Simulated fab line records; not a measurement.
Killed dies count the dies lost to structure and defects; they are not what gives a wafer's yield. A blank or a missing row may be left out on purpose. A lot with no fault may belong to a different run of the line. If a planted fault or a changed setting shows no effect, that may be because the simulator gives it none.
Split-lot trial || flow n5Finfet || route with 1938 steps; 7 lots, 39 wafers read

## THE SPLIT ITSELF
At N5_DUMMY_GATE_EXPOSE_12 (exposes mask GATE, target cd 25 nm), the setting doseMj was moved away from the recipe's 34 on 18 of the 39 wafers read, by -5.4% to +7.7%. All remaining wafers had this setting at the recipe value.

## FROM THE SPLIT TO THE READING: what the file shows between them, 2 steps
- N5_DUMMY_GATE_PEB_13: peb time 60 s
- N5_DUMMY_GATE_DEVELOP_14: develop time 30 s

## THE READING
cdNm, in nm, at N5_DUMMY_GATE_CD_MEAS_15 (target cd 25.8 nm). On this fab line, fault-free wafers typically give 24.99 nm with a standard deviation of 0.26 nm.

{"wafer": "L074.1", "tool, chamber at the split": "euvScanner-02, 0", "doseMj as run": 34, "against the recipe": "recipe", "cdNm, nm": 24.98, "against lot-mates on the recipe": "-"}
{"wafer": "L074.2", "tool, chamber at the split": "euvScanner-02, 0", "doseMj as run": 36.27, "against the recipe": "+6.7%", "cdNm, nm": 23.33, "against lot-mates on the recipe": -1.49}
{"wafer": "L074.3", "tool, chamber at the split": "euvScanner-02, 0", "doseMj as run": 36.27, "against the recipe": "+6.7%", "cdNm, nm": 23.55, "against lot-mates on the recipe": -1.27}
{"wafer": "L074.4", "tool, chamber at the split": "euvScanner-02, 0", "doseMj as run": 34, "against the recipe": "recipe", "cdNm, nm": 25.23, "against lot-mates on the recipe": "-"}
{"wafer": "L074.5", "tool, chamber at the split": "euvScanner-02, 0", "doseMj as run": 36.27, "against the recipe": "+6.7%", "cdNm, nm": 23.45, "against lot-mates on the recipe": -1.37}
{"wafer": "L074.6", "tool, chamber at the split": "euvScanner-02, 0", "doseMj as run": 34, "against the recipe": "recipe", "cdNm, nm": 24.24, "against lot-mates on the recipe": "-"}
{"wafer": "L083.1", "tool, chamber at the split": "euvScanner-01, 0", "doseMj as run": 34, "against the recipe": "recipe", "cdNm, nm": 25.21, "against lot-mates on the recipe": "-"}
{"wafer": "L083.2", "tool, chamber at the split": "euvScanner-01, 0", "doseMj as run": 35.11, "against the recipe": "+3.3%", "cdNm, nm": 25.30, "against lot-mates on the recipe": "+0.05"}
{"wafer": "L083.3", "tool, chamber at the split": "euvScanner-01, 0", "doseMj as run": 35.11, "against the recipe": "+3.3%", "cdNm, nm": 24.78, "against lot-mates on the recipe": -0.47}
{"wafer": "L083.4", "tool, chamber at the split": "euvScanner-01, 0", "doseMj as run": 35.11, "against the recipe": "+3.3%", "cdNm, nm": 24.42, "against lot-mates on the recipe": -0.83}
{"wafer": "L083.5", "tool, chamber at the split": "euvScanner-01, 0", "doseMj as run": 34, "against the recipe": "recipe", "cdNm, nm": 25.56, "against lot-mates on the recipe": "-"}
{"wafer": "L083.6", "tool, chamber at the split": "euvScanner-01, 0", "doseMj as run": 34, "against the recipe": "recipe", "cdNm, nm": 24.98, "against lot-mates on the recipe": "-"}
{"wafer": "L086.1", "tool, chamber at the split": "euvScanner-02, 0", "doseMj as run": 34, "against the recipe": "recipe", "cdNm, nm": 24.78, "against lot-mates on the recipe": "-"}
{"wafer": "L086.2", "tool, chamber at the split": "euvScanner-02, 0", "doseMj as run": 34, "against the recipe": "recipe", "cdNm, nm": 24.93, "against lot-mates on the recipe": "-"}
{"wafer": "L086.3", "tool, chamber at the split": "euvScanner-02, 0", "doseMj as run": 34, "against the recipe": "recipe", "cdNm, nm": 25.16, "against lot-mates on the recipe": "-"}
{"wafer": "L086.4", "tool, chamber at the split": "euvScanner-02, 0", "doseMj as run": 33.18, "against the recipe": "-2.4%", "cdNm, nm": 24.94, "against lot-mates on the recipe": -0.02}
{"wafer": "L086.5", "tool, chamber at the split": "euvScanner-02, 0", "doseMj as run": 33.18, "against the recipe": "-2.4%", "cdNm, nm": 25.37, "against lot-mates on the recipe": "+0.41"}
{"wafer": "L086.6", "tool, chamber at the split": "euvScanner-02, 0", "doseMj as run": 33.18, "against the recipe": "-2.4%", "cdNm, nm": 25.52, "against lot-mates on the recipe": "+0.56"}
{"wafer": "L089.1", "tool, chamber at the split": "euvScanner-02, 0", "doseMj as run": 34.97, "against the recipe": "+2.9%", "cdNm, nm": 24.43, "against lot-mates on the recipe": -0.80}
{"wafer": "L089.2", "tool, chamber at the split": "euvScanner-02, 0", "doseMj as run": 34.97, "against the recipe": "+2.9%", "cdNm, nm": 24.34, "against lot-mates on the recipe": -0.89}
{"wafer": "L089.3", "tool, chamber at the split": "euvScanner-02, 0", "doseMj as run": 34, "against the recipe": "recipe", "cdNm, nm": 25.27, "against lot-mates on the recipe": "-"}
{"wafer": "L089.4", "tool, chamber at the split": "euvScanner-02, 0", "doseMj as run": 34, "against the recipe": "recipe", "cdNm, nm": 24.79, "against lot-mates on the recipe": "-"}
{"wafer": "L089.5", "tool, chamber at the split": "euvScanner-02, 0", "doseMj as run": 34.97, "against the recipe": "+2.9%", "cdNm, nm": 24.42, "against lot-mates on the recipe": -0.81}
{"wafer": "L089.6", "tool, chamber at the split": "euvScanner-02, 0", "doseMj as run": 34, "against the recipe": "recipe", "cdNm, nm": 25.63, "against lot-mates on the recipe": "-"}
{"wafer": "L091.1", "tool, chamber at the split": "euvScanner-02, 0", "doseMj as run": 34, "against the recipe": "recipe", "cdNm, nm": 24.98, "against lot-mates on the recipe": "-"}
{"wafer": "L091.2", "tool, chamber at the split": "euvScanner-02, 0", "doseMj as run": 32.15, "against the recipe": "-5.4%", "cdNm, nm": 26.05, "against lot-mates on the recipe": "+1.07"}
{"wafer": "L091.3", "tool, chamber at the split": "euvScanner-02, 0", "doseMj as run": 32.15, "against the recipe": "-5.4%", "cdNm, nm": 26.18, "against lot-mates on the recipe": "+1.20"}
{"wafer": "L091.4", "tool, chamber at the split": "euvScanner-02, 0", "doseMj as run": 34, "against the recipe": "recipe", "cdNm, nm": 25.05, "against lot-mates on the recipe": "-"}
{"wafer": "L091.5", "tool, chamber at the split": "euvScanner-02, 0", "doseMj as run": 34, "against the recipe": "recipe", "cdNm, nm": 24.90, "against lot-mates on the recipe": "-"}
{"wafer": "L091.6", "tool, chamber at the split": "euvScanner-02, 0", "doseMj as run": 32.15, "against the recipe": "-5.4%", "cdNm, nm": 25.89, "against lot-mates on the recipe": "+0.91"}
{"wafer": "L093.1", "tool, chamber at the split": "euvScanner-01, 0", "doseMj as run": 34, "against the recipe": "recipe", "cdNm, nm": 25.56, "against lot-mates on the recipe": "-"}
{"wafer": "L093.2", "tool, chamber at the split": "euvScanner-01, 0", "doseMj as run": 36.63, "against the recipe": "+7.7%", "cdNm, nm": 24.10, "against lot-mates on the recipe": -1.11}
{"wafer": "L093.3", "tool, chamber at the split": "euvScanner-01, 0", "doseMj as run": 36.63, "against the recipe": "+7.7%", "cdNm, nm": 23.63, "against lot-mates on the recipe": -1.58}
{"wafer": "L093.4", "tool, chamber at the split": "euvScanner-01, 0", "doseMj as run": 34, "against the recipe": "recipe", "cdNm, nm": 25.08, "against lot-mates on the recipe": "-"}
{"wafer": "L093.5", "tool, chamber at the split": "euvScanner-01, 0", "doseMj as run": 36.63, "against the recipe": "+7.7%", "cdNm, nm": 23.94, "against lot-mates on the recipe": -1.27}
{"wafer": "L093.6", "tool, chamber at the split": "euvScanner-01, 0", "doseMj as run": 34, "against the recipe": "recipe", "cdNm, nm": 24.99, "against lot-mates on the recipe": "-"}
{"wafer": "L095.1", "tool, chamber at the split": "euvScanner-02, 0", "doseMj as run": 34, "against the recipe": "recipe", "cdNm, nm": 24.32, "against lot-mates on the recipe": "-"}
{"wafer": "L095.3", "tool, chamber at the split": "euvScanner-02, 0", "doseMj as run": 34, "against the recipe": "recipe", "cdNm, nm": 24.95, "against lot-mates on the recipe": "-"}
{"wafer": "L095.4", "tool, chamber at the split": "euvScanner-02, 0", "doseMj as run": 34, "against the recipe": "recipe", "cdNm, nm": 25.02, "against lot-mates on the recipe": "-"}

FIT RESULTS
A straight line over all 39 wafers: cdNm changes by -0.176 nm for each +1% of doseMj; r = -0.87; the points scatter about the line by 0.34 nm.
The same after taking each lot's own level away (the mean of its wafers on the recipe; 39 wafers): -0.186 nm for each +1%; r = -0.92; scatter 0.28 nm.
Per that fit: largest doseMj move, reading shift of 1.4 nm.
From 24.763 to 25.250 nm: that is the span of the lots' own levels, equal to 1.9 times the standard deviation above.
The two slopes are in agreement: the lot-to-lot level therefore moves the slope only a little.
Check: with one of the wafers moved furthest among these (+7.7%) left out of the fit, the line predicts -1.5 nm for it against its lot-mates. It came out at -1.11 nm against them.

## FILE'S OWN FIT
cdNm changes by -0.187 nm for each +1% of doseMj, r = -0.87.
